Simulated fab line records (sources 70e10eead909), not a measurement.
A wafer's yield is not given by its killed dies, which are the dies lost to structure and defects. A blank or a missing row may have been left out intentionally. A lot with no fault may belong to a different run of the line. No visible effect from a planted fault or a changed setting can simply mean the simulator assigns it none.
Comparing a struck lot with a sound one | flow nand harc | 19 steps out of a route of 1302
Sound: the wafers L698.3, L698.4, L698.6. Wafers L702.1, L702.4, L702.5 were the ones struck. At the end, the cause is stated.
Per side, at each step with rows, come the tool, then ch with its chambers, and then its first start. Under that, the readings that differ: sound wafers | struck wafers | difference of the means | sigmas: that difference in standard deviations of wafers without a fault.
alike: readings with means less than 2 such deviations apart, plus words and numbers identical on both sides. not compared: withheld readings, readings lacking a value on some wafer, bounds such as >300 that could conceal the same value, and numbers that have no deviation in the record and whose values overlap.
Wherever a step has rows on one side only, a row that says differs or no value, or a row with sigmas, the two part there. Non-overlapping numbers with no deviation appear without sigmas and do not part them. Lack of a reading on every wafer of one side parts them only where that side has two or more wafers.

NHARC_P_ZERO_WELL_CD_MEAS_37: target cd 720 nm.
  sound on cd sem-02 ch 0, day 2 20:06; struck on cd sem-03 ch 0, day 4 12:06
  alike: cd nm
then, 1 step without rows for these wafers: NHARC_P_ZERO_WELL_HARDBAKE_38 (time 80 s).
NHARC_P_ZERO_WELL_DESCUM_39: chemistry O2, time 3 s.
  sound on rie diel-08 ch 0,1, day 2 20:16; struck on rie diel-08 ch 0,1,2, day 4 12:16
  alike: drypump motor current A, oes product au, rf vpp V, showerhead plenum p Torr, throttle valve pct
  not compared: rf hours counter h
then, 9 steps without rows for these wafers: NHARC_P_ZERO_WELL_IMPLANT_40; NHARC_P_ZERO_WELL_IMPLANT_59; NHARC_P_ZERO_WELL_IMPLANT_60; NHARC_P_ZERO_WELL_STRIP_41 (strips in SPM, time 840 s); NHARC_P_ZERO_WELL_DEHYDRATE_44 (time 120 s); NHARC_P_ZERO_WELL_HMDS_45 (time 30 s); NHARC_P_ZERO_WELL_COAT_46; NHARC_P_ZERO_WELL_SOFTBAKE_47 (time 95 s); NHARC_P_ZERO_WELL_EBR_48.
NHARC_P_ZERO_WELL_EXPOSE_49: exposes mask P HVPW, target cd 2000 nm.
  sound on krf scanner-04 ch 0, day 2 21:35; struck on krf scanner-04 ch 0, day 4 13:35
  reading | sound                      | struck                              | difference | sigmas
  mask    | P_HVPW#0 P_HVPW#0 P_HVPW#0 | P_HVPW_R1#0 P_HVPW_R1#0 P_HVPW_R1#0 | differs    |
  alike: focus offset nm
then, 2 steps without rows for these wafers: NHARC_P_ZERO_WELL_PEB_50 (peb time 85 s); NHARC_P_ZERO_WELL_DEVELOP_51 (time 70 s).
NHARC_P_ZERO_WELL_CD_MEAS_52: target cd 2000 nm.
  sound on cd sem-01 ch 0, day 2 21:44; struck on cd sem-03 ch 0, day 4 13:44
  reading    | sound                | struck               | difference | sigmas
  cd nm (nm) | 2002.4 2000.4 2002.6 | 1970.9 1974.4 1971.8 | -29.4      | -17
then, 1 step without rows for these wafers: NHARC_P_ZERO_WELL_HARDBAKE_53 (time 80 s).
NHARC_P_ZERO_WELL_DESCUM_54: chemistry O2, time 3 s.
  sound on rie diel-08 ch 2,3, day 2 21:53; struck on rie diel-10 ch 2,3, day 4 13:56
  reading                      | sound          | struck         | difference | sigmas
  rf vpp V (V)                 | 57.3 56.8 56.3 | 58.2 58.8 58.8 | +1.8       | +2
  model.P_ZERO_WELL.cd nm (nm) | 2003 2001 2003 | 1971 1975 1972 | -30        |
  alike: drypump motor current A, oes product au, showerhead plenum p Torr, throttle valve pct
  not compared: rf hours counter h
then, 1 step without rows for these wafers: NHARC_P_ZERO_WELL_IMPLANT_55.

## WHERE THEY PART
Earliest at NHARC_P_ZERO_WELL_EXPOSE_49; latest, in this record, at NHARC_P_ZERO_WELL_DESCUM_54.

WHY: whatever the simulator had introduced
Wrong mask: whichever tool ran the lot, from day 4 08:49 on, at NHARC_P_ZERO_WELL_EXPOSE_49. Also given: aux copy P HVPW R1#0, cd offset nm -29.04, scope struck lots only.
